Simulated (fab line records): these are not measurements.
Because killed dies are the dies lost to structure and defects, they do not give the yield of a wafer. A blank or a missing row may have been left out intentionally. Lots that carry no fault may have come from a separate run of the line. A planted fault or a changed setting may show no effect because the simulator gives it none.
Matching of chambers + flow nandHarc + 4 sister chambers for NHARC_P_M1_DESCUM_14 on rieDiel-09
The step chemistry O2, time 3 s. 8 wafers are shown with their chamber, then 11 later ones without.

== WAFERS WITH THEIR CHAMBER ==
| wafer  | chamber | drypumpMotorCurrentA (A) | oesProductAu (a.u.) |
|--------|---------|--------------------------|---------------------|
| L083.5 | 2       | 6.4                      | 0.990               |
| L085.1 | 3       | 5.7                      | 0.997               |
| L084.1 | 1       | 5.8                      | 1.005               |
| L084.2 | 2       | 6.5                      | 0.995               |
| L087.1 | 0       | 5.5                      | 1.007               |
| L087.4 | 3       | 5.8                      | 1.009               |
| L087.6 | 1       | 5.8                      | 0.998               |
| L090.2 | 0       | 5.5                      | 1.011               |

== WAFERS WITH NO CHAMBER GIVEN ==
| wafer  | drypumpMotorCurrentA (A) | oesProductAu (a.u.) |
|--------|--------------------------|---------------------|
| L090.3 | 5.8                      | 0.996               |
| L090.6 | 6.5                      | 0.996               |
| L092.3 | 5.7                      | 1.005               |
| L092.5 | 5.6                      | 1.023               |
| L092.6 | 5.7                      | 0.998               |
| L094.2 | 5.6                      | 1.023               |
| L094.3 | 5.7                      | 0.991               |
| L094.5 | 6.4                      | 0.993               |
| L095.1 | 5.7                      | 0.991               |
| L095.3 | 5.8                      | 0.992               |
| L095.5 | 5.7                      | 0.995               |

== WHICH CHAMBER EACH ONE RAN IN ==
| wafer  | from the rows above     | in truth |
|--------|-------------------------|----------|
| L090.3 | can't be placed: 1 or 3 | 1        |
| L090.6 | 2                       | 2        |
| L092.3 | can't be placed: 3 or 1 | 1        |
| L092.5 | can't be placed: 0 or 3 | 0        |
| L092.6 | can't be placed: 3 or 1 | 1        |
| L094.2 | can't be placed: 0 or 3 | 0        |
| L094.3 | can't be placed: 3 or 1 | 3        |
| L094.5 | 2                       | 2        |
| L095.1 | can't be placed: 3 or 1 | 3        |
| L095.3 | can't be placed: 1 or 3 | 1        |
| L095.5 | can't be placed: 3 or 1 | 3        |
Correctly placed: 2 of 11. Not placeable from these rows: 9 (in 9, the candidates include the true chamber). 0 placed wrongly.
How it was worked out, from the rows above alone: a wafer's distance from a chamber is the root of the sum, over the readings, of the square of ((its reading less the chamber's mean) divided by the reading's scatter). If the next closest chamber is less than 2 further off than the closest, the wafer can't be placed; otherwise it belongs to the closest. The mean given for a chamber averages the wafers shown for that chamber. How the scatter is found: for the shown wafers, subtract from each reading the mean of its chamber, square and add these, divide the total by (wafers less chambers), then take the root.
